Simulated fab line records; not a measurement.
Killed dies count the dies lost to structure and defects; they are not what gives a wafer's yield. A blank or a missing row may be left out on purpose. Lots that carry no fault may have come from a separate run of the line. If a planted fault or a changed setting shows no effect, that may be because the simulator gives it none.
Chamber matching ; flow n5-finfet ; 4 sister chambers for N5_BEOL_M7_CMP_52 on cmp-04
The step polishes, stops on SiCOH lowk, t overpolish 6.9 s, target thk 80 nm. 4 wafers are shown with their chamber, then 11 later ones without.

## WAFERS PAIRED WITH THEIR CHAMBERS
wafer;chamber;motor-current-A (A)
L088.6;2;5.7
L090.4;0;6.2
L090.6;3;6.0
L092.1;1;6.7

## WAFERS WHOSE CHAMBER IS MISSING
wafer;motor-current-A (A)
L092.2;6.0
L092.3;5.6
L094.2;6.4
L094.3;6.3
L094.5;6.3
L095.1;5.4
L095.3;6.6
L095.6;6.1
L096.2;6.0
L096.3;6.7
L096.6;5.7

## WHICH CHAMBER EACH WENT THROUGH
wafer;from the rows above;in truth
L092.2;can't be placed: 3 or 0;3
L092.3;2;2
L094.2;can't be placed: 0 or 1 or 3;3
L094.3;can't be placed: 0 or 3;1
L094.5;can't be placed: 0 or 3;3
L095.1;2;2
L095.3;1;1
L095.6;can't be placed: 3 or 0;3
L096.2;can't be placed: 3 or 0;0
L096.3;1;1
L096.6;2;2
Correct placement for 5 of the 11. These rows do not allow placing 6 (true chamber among the candidates in 5). Wrongly placed: 0.
How it was worked out, from the rows above alone: a wafer's distance from a chamber is the root of the sum, over the readings, of the square of ((its reading less the chamber's mean) divided by the reading's scatter). If the next closest chamber is less than 2 further off than the closest, the wafer can't be placed; otherwise it belongs to the closest. The mean given for a chamber averages the wafers shown for that chamber. The scatter: root of mean squared gap, hidden wafer to nearest shown wafer, with one shown wafer a chamber.
